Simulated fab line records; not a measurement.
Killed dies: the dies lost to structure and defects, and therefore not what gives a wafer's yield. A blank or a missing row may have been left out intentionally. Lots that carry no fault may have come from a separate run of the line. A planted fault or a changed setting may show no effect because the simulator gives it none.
Chamber matching ; flow n5_finfet ; N5_BEOL_M2_ALD_84 on ald_metal-02 has 4 sister chambers
The step deposits TaN, pulse time 2 s, purge time 3 s, co reactant purge time 2 s. 8 wafers are shown with their chamber, then 12 later ones without.

WAFERS, EACH WITH ITS CHAMBER
wafer;chamber;heater_power_w (W);precursor_vessel_carrier_sccm (sccm)
L082.2;2;446;1000
L084.1;2;431;1001
L085.3;0;439;999
L088.2;1;396;998
L088.5;3;405;1000
L092.3;1;399;998
L092.4;3;407;1002
L092.6;0;439;996

WAFERS WITHOUT THEIR CHAMBER
wafer;heater_power_w (W);precursor_vessel_carrier_sccm (sccm)
L091.3;401;998
L091.5;448;996
L091.6;403;996
L094.1;442;1000
L094.2;410;1003
L094.5;397;989
L096.2;438;998
L096.3;401;1004
L096.4;395;1001
L097.2;440;1002
L097.4;432;1000
L097.5;438;998

THE CHAMBER EACH PASSED THROUGH
wafer;from the rows above;in truth
L091.3;can't be placed: 1 or 3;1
L091.5;can't be placed: 0 or 2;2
L091.6;1;1
L094.1;can't be placed: 2 or 0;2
L094.2;3;3
L094.5;1;1
L096.2;can't be placed: 0 or 2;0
L096.3;3;3
L096.4;can't be placed: 3 or 1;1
L097.2;2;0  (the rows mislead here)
L097.4;can't be placed: 2 or 0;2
L097.5;can't be placed: 0 or 2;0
Correctly placed: 4 of 12. Not placeable from these rows: 7 (in 7, the candidates include the true chamber). Number placed wrongly: 1.
How it was worked out, from the rows above alone: a wafer's distance from a chamber is the root of the sum, over the readings, of the square of ((its reading less the chamber's mean) divided by the reading's scatter). The wafer belongs to the nearest chamber; if the next one is less than 2 further off, it can't be placed. For every chamber, the mean is computed from those of its wafers that are shown. The scatter is the square root of a quotient: the sum, over the shown wafers, of each reading's squared deviation from its chamber's mean, divided by wafers minus chambers.
